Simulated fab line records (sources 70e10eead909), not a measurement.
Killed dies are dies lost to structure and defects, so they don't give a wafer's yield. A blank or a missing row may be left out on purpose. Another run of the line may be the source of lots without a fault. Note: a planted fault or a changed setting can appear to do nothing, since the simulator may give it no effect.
Which tool is to blame? | flow nandHarc | Sampling: 24 lots, 72 wafers, 5 of 1302 route steps

WHAT THE GAUGES SHOWED, per wafer
NHARC_A_CHANNEL_HOLE_D1_INSPECT_40. Usual: rawDefectCount 72, standard deviation 28.
lot  | measured     | on               | rawDefectCount | flag
L074 | day 8 19:58  | defectInspect-02 | 42 37 34       | 
L075 | day 9 05:44  | defectInspect-02 | 114 110 114    | 
L077 | day 9 17:53  | defectInspect-02 | 98 126 89      | 
L076 | day 9 21:45  | defectInspect-02 | 57 62 38       | 
L078 | day 10 11:21 | defectInspect-02 | 92 72 96       | 
L079 | day 10 22:27 | defectInspect-01 | 90 117 88      | 
L080 | day 11 10:53 | defectInspect-02 | 34 39 52       | 
L082 | day 12 05:56 | defectInspect-02 | 103 83 80      | 
L081 | day 12 04:25 | defectInspect-02 | 47 51 42       | 
L083 | day 12 17:02 | defectInspect-01 | 46 48 77       | 
L084 | day 12 21:43 | defectInspect-01 | 102 104 92     | 
L085 | day 13 12:14 | defectInspect-01 | 66 39 57       | 
L087 | day 14 05:29 | defectInspect-02 | 113 134 120    | 
L086 | day 14 07:31 | defectInspect-02 | 52 42 76       | 
L088 | day 14 15:51 | defectInspect-02 | 63 86 67       | 
L089 | day 15 08:53 | defectInspect-01 | 47 54 32       | 
L090 | day 15 16:12 | defectInspect-01 | 84 75 75       | 
L091 | day 15 16:28 | defectInspect-02 | 121 109 108    | 
L092 | day 16 01:56 | defectInspect-02 | 41 52 54       | 
L093 | day 16 19:03 | defectInspect-02 | 75 75 55       | 
L094 | day 16 20:13 | defectInspect-02 | 87 80 111      | 
L095 | day 17 15:30 | defectInspect-01 | 46 72 40       | 
L096 | day 18 14:25 | defectInspect-02 | 81 58 57       | 
L097 | day 18 15:28 | defectInspect-02 | 32 41 43       | 

NHARC_A_DECK1_JOINT_INSPECT_05. Usual: rawDefectCount 318, standard deviation 130.
lot  | measured     | on               | rawDefectCount | flag
L074 | day 12 04:49 | defectInspect-01 | 318 210 218    | 
L075 | day 12 21:44 | defectInspect-02 | 215 296 213    | 
L077 | day 13 05:01 | defectInspect-02 | 512 293 364    | 
L076 | day 13 05:04 | defectInspect-01 | 334 357 209    | 
L078 | day 14 04:56 | defectInspect-01 | 398 413 807    | 
L079 | day 14 07:25 | defectInspect-01 | 227 355 266    | 
L080 | day 15 04:04 | defectInspect-02 | 294 273 305    | 
L082 | day 15 13:06 | defectInspect-02 | 205 174 238    | 
L081 | day 15 13:06 | defectInspect-01 | 206 260 138    | 
L083 | day 16 05:52 | defectInspect-02 | 167 288 185    | 
L084 | day 16 11:38 | defectInspect-01 | 308 275 412    | 
L085 | day 17 07:44 | defectInspect-01 | 363 252 228    | 
L087 | day 17 16:56 | defectInspect-02 | 272 360 222    | 
L086 | day 17 16:55 | defectInspect-01 | 312 493 464    | 
L088 | day 18 08:27 | defectInspect-01 | 229 428 290    | 
L089 | day 18 21:22 | defectInspect-01 | 446 352 326    | 
L090 | day 19 04:14 | defectInspect-01 | 241 412 797    | 
L091 | day 19 04:15 | defectInspect-02 | 241 306 216    | 
L092 | day 19 12:29 | defectInspect-02 | 453 274 259    | 
L093 | day 20 08:10 | defectInspect-02 | 370 435 509    | 
L094 | day 20 08:10 | defectInspect-01 | 318 298 354    | 
L095 | day 21 12:25 | defectInspect-02 | 335 261 226    | 
L096 | day 22 02:37 | defectInspect-02 | 200 179 261    | 
L097 | day 22 02:29 | defectInspect-02 | 149 164 158    | 

TOOL THAT RAN EACH LOT (tool first, then ch and the chambers of the sampled wafers, then the start)
lot  | NHARC_A_CHANNEL_HOLE_D1_DESCUM_15 | NHARC_A_CHANNEL_FILL_D1_CMP_10 | NHARC_A_DECK1_JOINT_CMP_02
L074 | rieDiel-06 ch 0,2,3, day 8 12:46  | cmp-04 ch 1,2, day 10 19:20    | cmp-03 ch 1,2,3, day 12 04:09
L075 | rieDiel-05 ch 1,2,3, day 8 20:49  | cmp-02 ch 1,2,3, day 11 07:56  | cmp-03 ch 0,2,3, day 12 21:02
L077 | rieDiel-06 ch 1,2, day 9 10:59    | cmp-02 ch 1,2,3, day 11 19:36  | cmp-04 ch 0,1,3, day 13 04:23
L076 | rieDiel-04 ch 0,2, day 9 11:11    | cmp-04 ch 0,1,2, day 11 22:26  | cmp-03 ch 0,3, day 13 04:19
L078 | rieDiel-05 ch 0,3, day 10 04:22   | cmp-04 ch 0,2, day 12 15:21    | cmp-02 ch 0,3, day 14 04:14
L079 | rieDiel-06 ch 0,1,3, day 10 13:13 | cmp-04 ch 0,1,3, day 12 22:01  | cmp-04 ch 0,1,3, day 14 06:43
L080 | rieDiel-06 ch 0,1,2, day 11 03:37 | cmp-02 ch 0,1,2, day 13 13:10  | cmp-03 ch 0,2,3, day 15 03:25
L082 | rieDiel-05 ch 0,2,3, day 11 18:54 | cmp-04 ch 0,1,3, day 14 04:22  | cmp-02 ch 0,1,3, day 15 12:25
L081 | rieDiel-04 ch 0,1,3, day 11 20:12 | cmp-01 ch 1,2,3, day 14 04:25  | cmp-04 ch 0,3, day 15 12:24
L083 | rieDiel-04 ch 0,1,2, day 12 08:16 | cmp-01 ch 0,2,3, day 14 19:28  | cmp-03 ch 0,1, day 16 05:10
L084 | rieDiel-06 ch 0,1,3, day 12 14:50 | cmp-04 ch 0,1,2, day 15 00:41  | cmp-02 ch 0,1,2, day 16 10:56
L085 | rieDiel-04 ch 0,3, day 13 04:26   | cmp-01 ch 0,1,3, day 15 16:23  | cmp-02 ch 1,2,3, day 17 07:04
L087 | rieDiel-05 ch 0,1,2, day 13 22:28 | cmp-02 ch 0,1,3, day 16 05:53  | cmp-02 ch 1,2, day 17 16:13
L086 | rieDiel-05 ch 0,3, day 14 00:30   | cmp-04 ch 1,2,3, day 16 05:56  | cmp-04 ch 0,1, day 17 16:14
L088 | rieDiel-05 ch 0,2,3, day 14 08:52 | cmp-01 ch 0,3, day 16 15:34    | cmp-03 ch 0,1, day 18 07:30
L089 | rieDiel-06 ch 2,3, day 15 00:41   | cmp-01 ch 0,3, day 17 10:03    | cmp-02 ch 1,3, day 18 20:41
L090 | rieDiel-05 ch 0,3, day 15 09:16   | cmp-02 ch 0,2, day 17 16:23    | cmp-04 ch 0,1,2, day 19 03:35
L091 | rieDiel-04 ch 1,2,3, day 15 09:31 | cmp-04 ch 0,1,3, day 17 16:23  | cmp-03 ch 0,2,3, day 19 03:32
L092 | rieDiel-04 ch 0,1,3, day 15 18:52 | cmp-04 ch 0,3, day 18 02:29    | cmp-02 ch 0,3, day 19 11:49
L093 | rieDiel-06 ch 0,1,2, day 16 12:07 | cmp-01 ch 0,2,3, day 19 00:42  | cmp-03 ch 0,1,2, day 20 07:28
L094 | rieDiel-04 ch 0,2,3, day 16 13:19 | cmp-04 ch 1,2,3, day 19 00:41  | cmp-02 ch 0,1,3, day 20 07:28
L095 | rieDiel-06 ch 0,1,2, day 17 03:20 | cmp-04 ch 0,1,2, day 19 21:11  | cmp-02 ch 1,2,3, day 21 11:47
L096 | rieDiel-06 ch 0,1, day 18 07:29   | cmp-04 ch 0,2,3, day 20 15:46  | cmp-03 ch 0,2, day 22 01:56
L097 | rieDiel-05 ch 0,1,3, day 18 08:32 | cmp-01 ch 1,2,3, day 20 15:47  | cmp-02 ch 0,1, day 22 01:46
- NHARC_A_CHANNEL_HOLE_D1_DESCUM_15: chemistry O2, time 3 s.
- NHARC_A_CHANNEL_FILL_D1_CMP_10: polishes, target thk 150 nm.
- NHARC_A_DECK1_JOINT_CMP_02: polishes SiOx.

AS READ BY THE TOOLS THEMSELVES (means over the sampled wafers that have a number; for cases with no such wafer, the mark the record gives instead)
NHARC_A_CHANNEL_HOLE_D1_DESCUM_15. Usual: drypumpMotorCurrentA 5.6 A, standard deviation 0.56; oesProductAu 0.999 a.u., standard deviation 0.0083; rfVppV 57.7 V, standard deviation 0.94; showerheadPlenumPTorr 1.89 Torr, standard deviation 0.086; throttleValvePct 11.311 %, standard deviation 0.0096.
lot  | tool       | drypumpMotorCurrentA (A) | oesProductAu (a.u.) | rfVppV (V) | showerheadPlenumPTorr (Torr) | throttleValvePct (%) | flag
L074 | rieDiel-06 | 5.4                      | 1.005               | 58.4       | 1.90                         | 11.305               | 
L075 | rieDiel-05 | 6.0                      | 1.002               | 57.7       | 1.84                         | 11.316               | 
L077 | rieDiel-06 | 5.1                      | 0.999               | 58.4       | 1.87                         | 11.314               | 
L076 | rieDiel-04 | 5.5                      | 1.000               | 58.4       | 1.90                         | 11.298               | 
L078 | rieDiel-05 | 5.1                      | 0.999               | 58.4       | 1.86                         | 11.308               | 
L079 | rieDiel-06 | 5.8                      | 0.996               | 58.2       | 1.90                         | 11.307               | 
L080 | rieDiel-06 | 5.5                      | 1.000               | 57.4       | 1.85                         | 11.313               | 
L082 | rieDiel-05 | 5.6                      | 1.001               | 57.7       | 1.87                         | 11.312               | 
L081 | rieDiel-04 | 5.6                      | 0.990               | 58.1       | 1.94                         | 11.304               | 
L083 | rieDiel-04 | 5.4                      | 1.001               | 57.9       | 1.94                         | 11.313               | 
L084 | rieDiel-06 | 5.8                      | 0.998               | 58.9       | 1.90                         | 11.306               | 
L085 | rieDiel-04 | 5.9                      | 0.995               | 56.3       | 1.88                         | 11.314               | 
L087 | rieDiel-05 | 6.2                      | 0.999               | 57.3       | 1.90                         | 11.305               | 
L086 | rieDiel-05 | 5.1                      | 1.004               | 56.8       | 1.85                         | 11.318               | 
L088 | rieDiel-05 | 5.6                      | 0.994               | 58.5       | 1.87                         | 11.307               | 
L089 | rieDiel-06 | 5.0                      | 1.004               | 57.9       | 1.92                         | 11.308               | 
L090 | rieDiel-05 | 5.3                      | 1.011               | 58.0       | 1.92                         | 11.299               | 
L091 | rieDiel-04 | 5.7                      | 0.988               | 57.8       | 1.97                         | 11.315               | 
L092 | rieDiel-04 | 5.6                      | 1.003               | 58.4       | 1.93                         | 11.304               | 
L093 | rieDiel-06 | 5.5                      | 1.003               | 57.1       | 1.84                         | 11.319               | 
L094 | rieDiel-04 | 5.7                      | 0.995               | 57.7       | 1.88                         | 11.310               | 
L095 | rieDiel-06 | 5.5                      | 1.005               | 56.5       | 1.84                         | 11.311               | 
L096 | rieDiel-06 | 5.8                      | 1.004               | 57.3       | 1.84                         | 11.310               | 
L097 | rieDiel-05 | 5.7                      | 0.998               | 58.8       | 1.97                         | 11.305               | 

NHARC_A_CHANNEL_FILL_D1_CMP_10. Usual: motorCurrentA 12.0 A, standard deviation 1.3; slurryFilterDpKPa 13.51 kPa, standard deviation 0.14; timeToEndpointS 15.5 s, standard deviation 2.2.
lot  | tool   | motorCurrentA (A) | slurryFilterDpKPa (kPa) | timeToEndpointS (s) | flag
L074 | cmp-04 | 13.2              | 13.48                   | 13.1                | 
L075 | cmp-02 | 12.4              | 13.44                   | 14.3                | 
L077 | cmp-02 | 11.8              | 13.55                   | 16.5                | 
L076 | cmp-04 | 12.3              | 13.54                   | 13.4                | 
L078 | cmp-04 | 13.4              | 13.64                   | 15.0                | 
L079 | cmp-04 | 11.5              | 13.51                   | 15.4                | 
L080 | cmp-02 | 11.5              | 13.51                   | 16.0                | 
L082 | cmp-04 | 11.4              | 13.51                   | 17.9                | 
L081 | cmp-01 | 12.3              | 13.47                   | 15.8                | 
L083 | cmp-01 | 12.5              | 13.60                   | 15.2                | 
L084 | cmp-04 | 12.5              | 13.48                   | 17.7                | 
L085 | cmp-01 | 12.6              | 13.55                   | 13.3                | 
L087 | cmp-02 | 11.0              | 13.67                   | 15.5                | 
L086 | cmp-04 | 12.0              | 13.40                   | 16.7                | 
L088 | cmp-01 | 11.5              | 13.50                   | 15.0                | 
L089 | cmp-01 | 12.7              | 13.60                   | 12.6                | 
L090 | cmp-02 | 11.7              | 13.45                   | 16.4                | 
L091 | cmp-04 | 11.7              | 13.44                   | 17.9                | 
L092 | cmp-04 | 11.0              | 13.45                   | 16.1                | 
L093 | cmp-01 | 12.4              | 13.37                   | 16.3                | 
L094 | cmp-04 | 12.0              | 13.54                   | 13.0                | 
L095 | cmp-04 | 12.4              | 13.55                   | 15.7                | 
L096 | cmp-04 | 11.9              | 13.66                   | 16.7                | 
L097 | cmp-01 | 12.4              | 13.47                   | 14.3                | 

NHARC_A_DECK1_JOINT_CMP_02. Usual: motorCurrentA 12.0 A, standard deviation 1; slurryFilterDpKPa 13.53 kPa, standard deviation 0.15.
lot  | tool   | motorCurrentA (A) | slurryFilterDpKPa (kPa) | flag
L074 | cmp-03 | 12.0              | 13.59                   | 
L075 | cmp-03 | 11.7              | 13.64                   | 
L077 | cmp-04 | 11.5              | 13.51                   | 
L076 | cmp-03 | 12.0              | 13.60                   | 
L078 | cmp-02 | 11.7              | 13.50                   | 
L079 | cmp-04 | 11.3              | 13.62                   | 
L080 | cmp-03 | 11.9              | 13.56                   | 
L082 | cmp-02 | 11.2              | 13.46                   | 
L081 | cmp-04 | 10.8              | 13.43                   | 
L083 | cmp-03 | 12.4              | 13.39                   | 
L084 | cmp-02 | 11.6              | 13.51                   | 
L085 | cmp-02 | 11.8              | 13.43                   | 
L087 | cmp-02 | 12.6              | 13.54                   | 
L086 | cmp-04 | 12.3              | 13.54                   | 
L088 | cmp-03 | 12.3              | 13.43                   | 
L089 | cmp-02 | 11.5              | 13.63                   | 
L090 | cmp-04 | 12.8              | 13.53                   | 
L091 | cmp-03 | 12.0              | 13.64                   | 
L092 | cmp-02 | 11.2              | 13.59                   | 
L093 | cmp-03 | 11.9              | 13.51                   | 
L094 | cmp-02 | 11.6              | 13.45                   | 
L095 | cmp-02 | 11.7              | 13.63                   | 
L096 | cmp-03 | 11.7              | 13.63                   | 
L097 | cmp-02 | 11.1              | 13.47                   | 

THE ANSWER, worked out from the rows above alone
Rule: take the mean of a lot's wafers that have a number; if it is more than 3 standard deviations from the usual mean, the lot is off. Also off: a lot with no number at a reading for which 4 or more lots have one. Any other lot the step has rows for is counted as sound. The gauges are gone through in route order, then the tools' own readings, and for those a lot's mean is taken as printed above. The first step at which some lot is off is used, and at that step the reading that is off furthest; a lot without a number counts as furthest.
Across all readings shown, no lot is off: no conclusion can be drawn from this.

WHAT THE SIMULATOR PUT IN
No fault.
